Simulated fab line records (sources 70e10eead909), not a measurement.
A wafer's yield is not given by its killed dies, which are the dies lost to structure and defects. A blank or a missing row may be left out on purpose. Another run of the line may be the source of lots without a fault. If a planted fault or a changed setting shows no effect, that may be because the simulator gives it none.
Matching of chambers -- flow nand-harc -- 4 sister chambers for NHARC_P_BONDPAD_DESCUM_11 on rie-diel-02
The step chemistry O2, time 3 s. 4 wafers are shown with their chamber, then 9 later ones without.

WAFERS PAIRED WITH THEIR CHAMBERS
wafer,chamber,drypump-motor-current-A (A)
L736.5,1,6.5
L740.3,3,6.1
L740.5,2,5.9
L740.6,0,5.3

WAFERS WITHOUT THEIR CHAMBER
wafer,drypump-motor-current-A (A)
L741.1,5.3
L741.2,5.9
L741.6,6.0
L751.2,6.0
L751.3,5.3
L751.6,6.5
L750.1,5.3
L750.3,5.9
L750.4,6.0

WHICH CHAMBER EACH WENT THROUGH
wafer,from the rows above,in truth
L741.1,0,0
L741.2,2,2
L741.6,can't be placed: 2 or 3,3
L751.2,can't be placed: 2 or 3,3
L751.3,0,0
L751.6,1,1
L750.1,0,0
L750.3,2,2
L750.4,can't be placed: 2 or 3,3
6 of 9 placed correctly. These rows do not allow placing 3 (true chamber among the candidates in 3). Placed wrongly: 0.
How it was worked out, from the rows above alone: a wafer's distance from a chamber is the root of the sum, over the readings, of the square of ((its reading less the chamber's mean) divided by the reading's scatter). If the next closest chamber is less than 2 further off than the closest, the wafer can't be placed; otherwise it belongs to the closest. Each chamber's mean is taken over the wafers shown for it. The scatter (one wafer shown for each chamber): square how far every hidden wafer sits from the nearest shown wafer, average those squares and take the square root.
